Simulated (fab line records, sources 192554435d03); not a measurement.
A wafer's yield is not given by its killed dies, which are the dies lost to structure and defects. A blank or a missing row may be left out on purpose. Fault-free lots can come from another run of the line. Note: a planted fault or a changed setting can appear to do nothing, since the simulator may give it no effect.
Chamber matching    flow n5-finfet    rie-diel-04 running N5_BEOL_M6_ETCH_65: 4 sister chambers
The step etches SiARC in CF4, target depth 15.6 nm, time 26 s. 18 wafers are shown with their chamber, then 9 later ones without.

WAFERS WITH THEIR CHAMBER
wafer   chamber  throttle-valve-pct (%)  showerhead-plenum-p-Torr (Torr)  oes-product-au (a.u.)
L077.1  2        15.99                   2.13                             0.63
L077.2  0        15.75                   2.20                             0.60
L077.5  0        15.74                   2.20                             0.60
L079.2  1        15.52                   2.20                             0.86
L079.4  3        15.96                   2.13                             0.64
L079.5  1        15.49                   2.20                             0.86
L081.3  0        15.76                   2.19                             0.59
L081.4  3        15.96                   2.13                             0.63
L081.5  1        15.52                   2.20                             0.84
L082.2  3        15.97                   2.13                             0.63
L082.3  2        16.03                   2.13                             0.61
L082.6  1        15.51                   2.19                             0.82
L083.3  1        15.53                   2.19                             0.81
L083.4  3        15.97                   2.13                             0.62
L083.5  1        15.52                   2.19                             0.81
L084.4  1        15.53                   2.19                             0.81
L084.5  2        16.02                   2.12                             0.62
L084.6  3        15.98                   2.13                             0.63

SIGNATURES (averages over the wafers above)
reading                   chamber 0  chamber 1  chamber 2  chamber 3  scatter within a chamber
throttle-valve-pct        15.7500    15.5171    16.0133    15.9680    0.0133
showerhead-plenum-p-Torr  2.1967     2.1943     2.1267     2.1300     0.00467
oes-product-au            0.5967     0.8300     0.6200     0.6300     0.0162
Rule: for each reading, subtract the chamber's mean from the wafer's reading, divide by that reading's scatter and square the result; add these up over the readings and take the root, which gives the wafer's distance from the chamber. If the next closest chamber is less than 2 further off than the closest, the wafer can't be placed; otherwise it belongs to the closest. The scatter: take each reading less its chamber's mean, square it, sum over the shown wafers, divide by the number of wafers less the number of chambers, and take the root.

WAFERS WHOSE CHAMBER IS MISSING
wafer   throttle-valve-pct (%)  showerhead-plenum-p-Torr (Torr)  oes-product-au (a.u.)
L092.1  16.08                   2.12                             0.61
L092.2  16.02                   2.12                             0.61
L092.3  15.30                   2.19                             0.81
L094.1  16.10                   2.12                             0.61
L094.4  15.34                   2.19                             0.80
L094.6  16.02                   2.12                             0.61
L096.3  16.07                   2.11                             0.60
L096.4  15.35                   2.19                             0.80
L096.6  16.07                   2.11                             0.60

CHAMBER TAKEN BY EACH
wafer    from the rows above   in truth
L092.1   2                     2
L092.2   2                     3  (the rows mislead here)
L092.3   1                     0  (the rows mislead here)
L094.1   2                     2
L094.4   1                     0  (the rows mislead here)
L094.6   2                     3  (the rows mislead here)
L096.3   2                     2
L096.4   1                     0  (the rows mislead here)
L096.6   2                     2
Correct placement for 4 of the 9. Left unplaced by these rows: 0. Placed wrongly: 5.
